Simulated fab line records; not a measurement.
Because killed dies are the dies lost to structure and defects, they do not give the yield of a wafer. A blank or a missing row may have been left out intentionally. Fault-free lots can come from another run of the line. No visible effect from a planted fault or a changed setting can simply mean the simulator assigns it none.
Comparing a struck lot with a sound one + flow nandHarc + 14 steps out of a route of 1302
Sound: the wafers L488.2, L488.5, L488.6. Struck: wafers L481.4, L481.5 (left out: L481.6, a lot-mate that was not struck); the cause follows at the end.
Per side, at each step with rows, come the tool, then ch with its chambers, and then its first start. Under that, the readings that differ: sound wafers + struck wafers + difference of the means + sigmas: that difference in standard deviations of wafers without a fault.
alike: same words and numbers on both sides, and readings whose means sit less than 2 such deviations apart. not compared: any withheld reading, any reading some wafer has no value for, any bound like >300 that may hide the same value, and any number with overlapping values for which the record gives no deviation.
The two part at a step that has a row with sigmas, a row that says differs or no value, or rows on one side only. Numbers that don't overlap but have no deviation are shown without sigmas and don't part them. A reading that every wafer of one side lacks parts them only if that side has two wafers or more.

NHARC_A_WL_FILL_CVD_03: deposits W, target thk 40 nm, time 279 s.
  sound on cvdW-01 ch 0,1, day 28 14:25; struck on cvdW-01 ch 0,1, day 25 06:26
  alike: heaterPowerOuterW, heaterPowerW, throttleValvePct
NHARC_A_WL_FILL_ETCHBACK_04: etches the open film in NF3, target depth 60 nm, time 120 s.
  sound on rieMetal-02 ch 0,1, day 28 14:49; struck on rieMetal-02 ch 0,1, day 25 06:46
  alike: chamberPressureMTorr, drypumpMotorCurrentA, heBacksideLeakSccm, oesProductAu, runLengthS
  not compared: rfHoursCounterH
then, 1 step without rows for these wafers: NHARC_A_WL_FILL_ETCHBACK_05 (etches the open film in Cl2/BCl3, target depth 22 nm, time 60 s).
NHARC_A_WL_FILL_STRIP_27: strips in N2/H2, time 20 s.
  sound on plasmaAsher-01 ch 0,1, day 28 15:11; struck on plasmaAsher-02 ch 0,1, day 25 07:07
  alike: drypumpMotorCurrentA, heaterPowerW
  not compared: rfHoursCounterH
then, 4 steps without rows for these wafers: NHARC_A_WL_FILL_STRIP_28 (strips in post etch residue remover, time 1200 s); NHARC_A_WL_FILL_PRECLEAN_06 (cleans in DIW, time 300 s); NHARC_A_WL_FILL_SRD_07; NHARC_A_WL_FILL_ANNEAL_08 (time 1800 s).
NHARC_A_WL_FILL_ALD_10: deposits SiO2, target thk 50 nm, pulse time 10 s, ald cycles 500.
  sound on aldHk-03 ch 0,2,3, day 28 21:02; struck on aldHk-04 ch 0, day 25 13:24
  alike: heaterPowerOuterW, heaterPowerW, precursorPulseHeightRel
then, 1 step without rows for these wafers: NHARC_A_WL_FILL_ETCHBACK_16 (etches the open film in C4F8/O2/Ar, target depth 120 nm, time 24 s).
NHARC_A_WL_FILL_STRIP_29: strips in O2, time 20 s.
  sound on rieDiel-02 ch 0,1,2, day 29 00:46; struck on rieDiel-06 ch 1,3, day 25 18:07
  alike: chamberPressureMTorr, drypumpMotorCurrentA, oesProductAu, rfVppV, showerheadPlenumPTorr, throttleValvePct
  not compared: rfHoursCounterH
NHARC_A_WL_FILL_ETCHBACK_17: etches the open film in Cl2/BCl3, target depth 4 nm, time 26.7 s.
  sound on rieMetal-02 ch 0,1, day 29 00:50; struck on rieMetal-01 ch 1, day 25 18:15
| reading        | sound          | struck    | difference | sigmas |
|----------------|----------------|-----------|------------|--------|
| runLengthS (s) | 48.7 48.7 48.2 | 30.5 29.9 | -18.3      | -37    |
  alike: chamberPressureMTorr, drypumpMotorCurrentA, heBacksideLeakSccm, oesProductAu
  not compared: rfHoursCounterH
then, 1 step without rows for these wafers: NHARC_A_WL_FILL_PRECLEAN_18 (cleans in dHF, time 30 s).
-- jump in the record: it breaks off in module A_WL_FILL and resumes in module END (first step shown: number 1302 of the route), and 6 days separate the struck wafers' starts before and after --
NHARC_END_SORT_01:
  sound on prober-02 ch 0, day 33 14:56; struck on prober-02 ch 0, day 32 03:06
| reading       | sound    | struck                                          | difference                   | sigmas |
|---------------|----------|-------------------------------------------------|------------------------------|--------|
| hold          | - - -    | awaitDispo/4.2h/release awaitDispo/4.2h/release | no value on the sound wafers |        |
| killedAtArray | 51 49 58 | 671 668                                         | +617                         | +34    |
| killedDies    | 56 57 63 | 677 677                                         | +618                         | +34    |
  alike: killedAtOther, killedAtPeriphery, killedOpen, killedShort

## WHERE THEY PART
Last at NHARC_END_SORT_01 as far as this record goes, first at NHARC_A_WL_FILL_ETCHBACK_17.

WHY: what had been put in by the simulator
rieMetal-01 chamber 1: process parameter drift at NHARC_A_WL_FILL_ETCHBACK_17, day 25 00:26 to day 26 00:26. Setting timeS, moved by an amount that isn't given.
